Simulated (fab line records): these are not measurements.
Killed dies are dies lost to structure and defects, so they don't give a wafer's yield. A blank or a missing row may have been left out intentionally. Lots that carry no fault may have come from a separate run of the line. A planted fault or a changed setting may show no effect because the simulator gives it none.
A sampling plan put to the test -- flow nand harc -- one fab line, 12 faults that these records tell of, each judged on the records of the lots that it struck
What counts as the plan is the set of the line's own looks, namely the steps on the route at which a gauge or an inspection reads a wafer and does not change it. A look can be judged if struck wafers have a number there and the file gives its usual mean and standard deviation on fault-free wafers. Caught: 4 or more of those standard deviations (sigma) separate the usual mean from the mean of the struck wafers at a look after the fault's first step. On the tool: the identical test, applied to the tool's own readings at the steps of the fault. It also counts as caught if the struck wafers ran another recipe or if their record alone is blank.

== THE FAULTS, as the simulator had put them in ==
1. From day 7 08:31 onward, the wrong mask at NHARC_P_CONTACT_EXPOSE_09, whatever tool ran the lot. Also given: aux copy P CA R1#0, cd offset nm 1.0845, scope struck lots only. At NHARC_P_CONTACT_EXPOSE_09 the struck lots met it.
2. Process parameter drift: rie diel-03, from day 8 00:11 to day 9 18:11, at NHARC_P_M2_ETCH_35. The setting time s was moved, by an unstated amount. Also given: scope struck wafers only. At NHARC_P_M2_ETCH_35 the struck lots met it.
3. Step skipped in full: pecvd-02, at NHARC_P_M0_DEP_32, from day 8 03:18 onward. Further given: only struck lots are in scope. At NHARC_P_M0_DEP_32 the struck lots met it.
4. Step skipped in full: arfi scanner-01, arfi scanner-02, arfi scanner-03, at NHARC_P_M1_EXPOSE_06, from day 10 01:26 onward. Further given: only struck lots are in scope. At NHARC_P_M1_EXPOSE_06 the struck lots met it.
5. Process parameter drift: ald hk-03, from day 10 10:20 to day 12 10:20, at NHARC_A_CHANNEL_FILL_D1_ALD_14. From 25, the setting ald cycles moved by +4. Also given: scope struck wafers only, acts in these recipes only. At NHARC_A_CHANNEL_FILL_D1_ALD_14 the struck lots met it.
6. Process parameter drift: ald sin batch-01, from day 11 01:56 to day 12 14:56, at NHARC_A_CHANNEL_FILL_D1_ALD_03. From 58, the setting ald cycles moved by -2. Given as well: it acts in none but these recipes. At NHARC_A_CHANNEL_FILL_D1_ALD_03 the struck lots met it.
7. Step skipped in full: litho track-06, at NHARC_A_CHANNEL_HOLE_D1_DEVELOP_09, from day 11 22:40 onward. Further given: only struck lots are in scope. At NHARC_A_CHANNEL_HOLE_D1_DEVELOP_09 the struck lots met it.
8. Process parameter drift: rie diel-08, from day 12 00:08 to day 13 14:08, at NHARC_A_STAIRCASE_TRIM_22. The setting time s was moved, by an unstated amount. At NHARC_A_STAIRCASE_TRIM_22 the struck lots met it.
9. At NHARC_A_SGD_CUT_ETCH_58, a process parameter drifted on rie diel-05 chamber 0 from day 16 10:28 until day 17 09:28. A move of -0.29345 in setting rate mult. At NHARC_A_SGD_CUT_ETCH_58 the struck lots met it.
10. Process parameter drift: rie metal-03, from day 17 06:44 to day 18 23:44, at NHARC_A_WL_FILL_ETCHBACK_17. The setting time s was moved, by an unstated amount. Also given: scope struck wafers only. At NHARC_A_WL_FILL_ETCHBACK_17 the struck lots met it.
11. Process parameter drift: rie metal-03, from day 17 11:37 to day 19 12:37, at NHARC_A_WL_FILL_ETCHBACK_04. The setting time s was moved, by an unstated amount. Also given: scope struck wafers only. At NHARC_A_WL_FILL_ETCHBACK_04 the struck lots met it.
12. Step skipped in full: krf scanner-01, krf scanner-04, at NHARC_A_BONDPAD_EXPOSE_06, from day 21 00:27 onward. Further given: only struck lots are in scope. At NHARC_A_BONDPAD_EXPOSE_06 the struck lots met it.

== WHAT THE PLAN SAW ==
fault,on the tool itself,first look that catches it,"reading, sigma",median hours from its first step to that look,hours from the fault's start to the first struck lot there,judged looks passed uncaught
1,no reading that can be judged,none of the 2 looks that can be judged after it,-,-,-,2
2,run length s -18 sigma,not the one look that can be judged after it,-,-,-,1
3,the tool's record is blank for the struck wafers,no look after it can be judged,-,-,-,0
4,no reading that can be judged,no look after it can be judged,-,-,-,0
5,under 2 sigma,not the one look that can be judged after it,-,-,-,1
6,under 2 sigma,not the one look that can be judged after it,"strongest: killed at periphery at NHARC_END_SORT_01, +2.5",-,-,1
7,the tool's record is blank for the struck wafers,no look after it can be judged,-,-,-,0
8,run length s -39 sigma,no look after it can be judged,-,-,-,0
9,oes product au -18 sigma,NHARC_END_SORT_01,killed dies +56,137.9,145,0
10,run length s -16 sigma,not the one look that can be judged after it,-,-,-,1
11,run length s +30 sigma,no look after it can be judged,-,-,-,0
12,no reading that can be judged,no look after it can be judged,-,-,-,0
A dash: the fault is not caught, or the number is missing from these records.

Caught at a look: 1 of 12. Caught on the tool: 7 of 12. By one or the other: 7 of 12.
On the tool alone, faults 2, 3, 7, 8, 10, 11 were caught.
Caught by neither: faults 1, 4, 5, 6, 12.

== THINNER SAMPLING ==
In the worst case, this is how late the first struck lot would be measured if the look that catches a fault measured only every second or every third lot, by lot number:
fault,"struck lots at that look, in order of time",every lot,every second lot,every third lot
9,L889,145 h,may miss it,may miss it
Hours count from the start of the fault until the first struck lot that is measured. The limit of 4 sigma was tested on all struck wafers together, so one lot alone may lie under it. Other struck lots may not be in these records.

== THE LONGEST TIMED WAY FROM STEP TO LOOK ==
In fault 9, a median of 137.9 hours elapses between NHARC_A_SGD_CUT_ETCH_58 and NHARC_END_SORT_01. No look between them can be judged.
